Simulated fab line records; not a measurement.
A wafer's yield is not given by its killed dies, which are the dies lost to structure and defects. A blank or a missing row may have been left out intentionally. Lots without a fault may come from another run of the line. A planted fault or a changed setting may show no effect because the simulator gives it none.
Which tool is to blame?	flow n5 finfet	Sampling: 11 lots, 33 wafers, 5 of 1938 route steps

WHAT THE GAUGES READ, wafer by wafer
N5_BEOL_M4_RC_MEAS_101.
lot	measured	on	DIBL_N (mV/V)	DIBL_P (mV/V)	IOFF_N (nA/um)	IOFF_P (nA/um)	ION_N (uA/um)	ION_P (uA/um)	SS_N (mV/dec)	SS_P (mV/dec)	VT_N (mV)	VT_P (mV)
L314	day 8 01:31	prober-01	35.5 36.4 35.7	35.5 36.6 34.9	0.14 0.15 0.14	0.18 0.20 0.18	657 674 666	448 464 456	71.7 71.3 70.9	72.8 73.2 73.1	253 254 250	-254 -251 -251
L317	day 8 14:13	prober-02	32.8 35.9 34.4	32.8 35.1 32.9	0.12 0.16 0.14	0.17 0.20 0.17	660 663 652	454 454 446	70.6 71.8 71.6	72.8 72.8 72.2	255 250 252	-252 -252 -251
L315	day 9 00:19	prober-02	37.7 36.5 36.5	37.5 35.6 36.0	0.18 0.16 0.16	0.22 0.19 0.19	674 666 676	463 456 453	71.6 71.3 71.7	73.8 73.2 73.5	250 250 250	-249 -252 -252
L316	day 8 18:03	prober-02	35.1 37.2 37.5	33.9 36.8 35.1	0.13 0.17 0.17	0.15 0.19 0.16	653 682 677	449 455 451	70.7 71.6 71.5	73.5 73.1 73.5	251 251 248	-257 -255 -256
L321	day 9 08:10	prober-01	36.3 35.7 37.0	36.9 35.5 37.6	0.17 0.14 0.17	0.23 0.21 0.25	685 662 676	471 460 467	71.0 71.5 71.1	73.6 73.7 72.9	245 250 248	-246 -250 -246
L322	day 9 20:14	prober-01	37.3 37.0 39.7	36.5 36.0 37.1	0.18 0.16 0.23	0.22 0.20 0.23	679 680 675	461 460 452	71.7 71.1 72.8	73.2 72.8 73.7	246 250 244	-251 -249 -251
L325	day 10 15:55	prober-01	36.1 34.8 35.1	35.3 34.0 34.4	0.15 0.13 0.14	0.22 0.19 0.19	668 656 665	466 457 459	71.4 70.9 71.9	72.6 71.8 72.7	250 253 252	-246 -252 -249
L332	day 12 15:16	prober-02	36.3 34.8 37.2	35.0 33.8 35.8	0.17 0.13 0.18	0.26 0.23 0.26	681 668 681	470 469 471	71.5 71.8 71.3	72.7 72.6 73.8	247 254 247	-245 -245 -245
L335	day 13 05:11	prober-02	35.5 32.0 35.6	34.9 30.8 34.9	0.14 0.10 0.14	0.19 0.14 0.20	673 651 667	462 452 462	72.0 69.8 71.3	73.8 72.5 73.7	254 255 255	-250 -255 -251
L336	day 13 07:12	prober-02	37.5 38.9 35.0	38.7 40.3 35.1	0.20 0.23 0.14	0.28 0.30 0.22	681 696 660	473 471 468	72.4 72.0 71.2	74.4 74.2 73.2	244 245 251	-247 -243 -249
L337	day 14 00:20	prober-01	39.1 37.7 39.5	38.5 37.1 39.5	0.18 0.16 0.19	0.23 0.22 0.26	663 659 681	460 458 467	71.9 72.1 72.8	74.1 73.7 73.8	251 252 251	-249 -248 -247

WHICH TOOL RAN EACH LOT (tool, then ch and the chambers of the sampled wafers, then the start)
lot	N5_BEOL_M1_CVD_47	N5_BEOL_M1_SPUTTER_79	N5_BEOL_M1_ANNEAL_82	N5_BEOL_M1_ANNEAL_87
L314	cvd co-02 ch 0,1,2, day 6 16:29	pvd sputter-01, day 6 16:52	pvd sputter-01, day 6 17:10	pvd sputter-01, day 6 17:23
L317	cvd co-01 ch 0,1,2, day 7 00:05	pvd sputter-02, day 7 01:40	pvd sputter-02, day 7 01:58	pvd sputter-02, day 7 02:11
L315	cvd co-01 ch 1,2, day 7 04:03	pvd sputter-01, day 7 04:26	pvd sputter-01, day 7 04:44	pvd sputter-01, day 7 04:57
L316	cvd co-02 ch 0,1,2, day 7 04:11	pvd sputter-02, day 7 04:40	pvd sputter-02, day 7 04:58	pvd sputter-02, day 7 05:11
L321	cvd co-02 ch 0,2, day 8 01:16	pvd sputter-03, day 8 01:38	pvd sputter-03, day 8 01:56	pvd sputter-03, day 8 02:10
L322	cvd co-01 ch 0,2, day 8 06:19	pvd sputter-03, day 8 08:04	pvd sputter-03, day 8 08:22	pvd sputter-03, day 8 08:35
L325	cvd co-01 ch 0,2, day 9 09:39	pvd sputter-01, day 9 10:11	pvd sputter-01, day 9 10:29	pvd sputter-01, day 9 10:42
L332	cvd co-02 ch 0,2, day 11 01:56	pvd sputter-03, day 11 02:19	pvd sputter-03, day 11 02:37	pvd sputter-03, day 11 02:50
L335	cvd co-02 ch 0,1,2, day 11 13:41	pvd sputter-01, day 11 14:17	pvd sputter-01, day 11 14:35	pvd sputter-01, day 11 14:49
L336	cvd co-02 ch 0,2, day 11 15:43	pvd sputter-02, day 11 16:06	pvd sputter-02, day 11 16:24	pvd sputter-02, day 11 16:37
L337	cvd co-02 ch 0,1,2, day 12 08:04	pvd sputter-01, day 12 08:24	pvd sputter-01, day 12 08:42	pvd sputter-01, day 12 08:55
- N5_BEOL_M1_CVD_47: deposits Co from CCTBA/H2, target thk 3 nm, time 223.8 s.
- N5_BEOL_M1_SPUTTER_79: material Cu, target thk 4.5 nm, time 8.29 s.
- N5_BEOL_M1_ANNEAL_82: time 240 s.
- N5_BEOL_M1_ANNEAL_87: time 240 s.

WHAT THE TOOLS THEMSELVES READ (means of the sampled wafers that have a number; where no wafer has one, the mark that the record gives instead)
N5_BEOL_M1_CVD_47.
lot	tool	run length s (s)
L314	cvd co-02	247.2
L317	cvd co-01	246.2
L315	cvd co-01	246.1
L316	cvd co-02	247.3
L321	cvd co-02	247.6
L322	cvd co-01	244.8
L325	cvd co-01	245.1
L332	cvd co-02	247.6
L335	cvd co-02	247.7
L336	cvd co-02	247.5
L337	cvd co-02	247.0

N5_BEOL_M1_SPUTTER_79.
lot	tool	chamber pressure pa (Pa)	chuck gas flow sccm (sccm)	throttle valve pct (%)
L314	pvd sputter-01	0.06987	1.25	30.2
L317	pvd sputter-02	0.07007	1.23	29.9
L315	pvd sputter-01	0.07012	1.24	29.8
L316	pvd sputter-02	0.07002	1.26	29.5
L321	pvd sputter-03	0.06998	1.22	29.2
L322	pvd sputter-03	0.06998	1.22	28.9
L325	pvd sputter-01	0.07002	1.23	29.5
L332	pvd sputter-03	0.07003	1.27	29.2
L335	pvd sputter-01	0.06994	1.25	30.1
L336	pvd sputter-02	0.06985	1.27	30.1
L337	pvd sputter-01	0.07000	1.26	30.4

N5_BEOL_M1_ANNEAL_82.
lot	tool	heater power w (W)
L314	pvd sputter-01	792
L317	pvd sputter-02	993
L315	pvd sputter-01	757
L316	pvd sputter-02	869
L321	pvd sputter-03	926
L322	pvd sputter-03	941
L325	pvd sputter-01	823
L332	pvd sputter-03	933
L335	pvd sputter-01	804
L336	pvd sputter-02	990
L337	pvd sputter-01	827

N5_BEOL_M1_ANNEAL_87.
lot	tool	heater power w (W)
L314	pvd sputter-01	804
L317	pvd sputter-02	1000
L315	pvd sputter-01	761
L316	pvd sputter-02	866
L321	pvd sputter-03	945
L322	pvd sputter-03	917
L325	pvd sputter-01	834
L332	pvd sputter-03	924
L335	pvd sputter-01	793
L336	pvd sputter-02	975
L337	pvd sputter-01	824

THE ANSWER, worked out from the rows above alone
Rule: the usual values come from the lots themselves. Put in order of their means at a reading, lots are off if they are a third of the lots or fewer, leave a main group of 4 or more, and stand apart from it by a gap of 3 or more times the standard deviation of the main group's means; of several such gaps the widest counts. A main group is skipped when, at the precision printed for the reading in the tables above, its means are all equal. A lot without any number at a reading at which 4 lots or more have one is off too. All remaining lots with rows at the step are treated as sound. First the gauges in route order, then the tools' own readings, where a lot's mean is used as printed above. The first step at which some lot is off is used, and at that step the reading that is off furthest; a lot without a number counts as furthest.
Across all readings shown, no lot is off: no conclusion can be drawn from this.

WHAT THE SIMULATOR PUT IN
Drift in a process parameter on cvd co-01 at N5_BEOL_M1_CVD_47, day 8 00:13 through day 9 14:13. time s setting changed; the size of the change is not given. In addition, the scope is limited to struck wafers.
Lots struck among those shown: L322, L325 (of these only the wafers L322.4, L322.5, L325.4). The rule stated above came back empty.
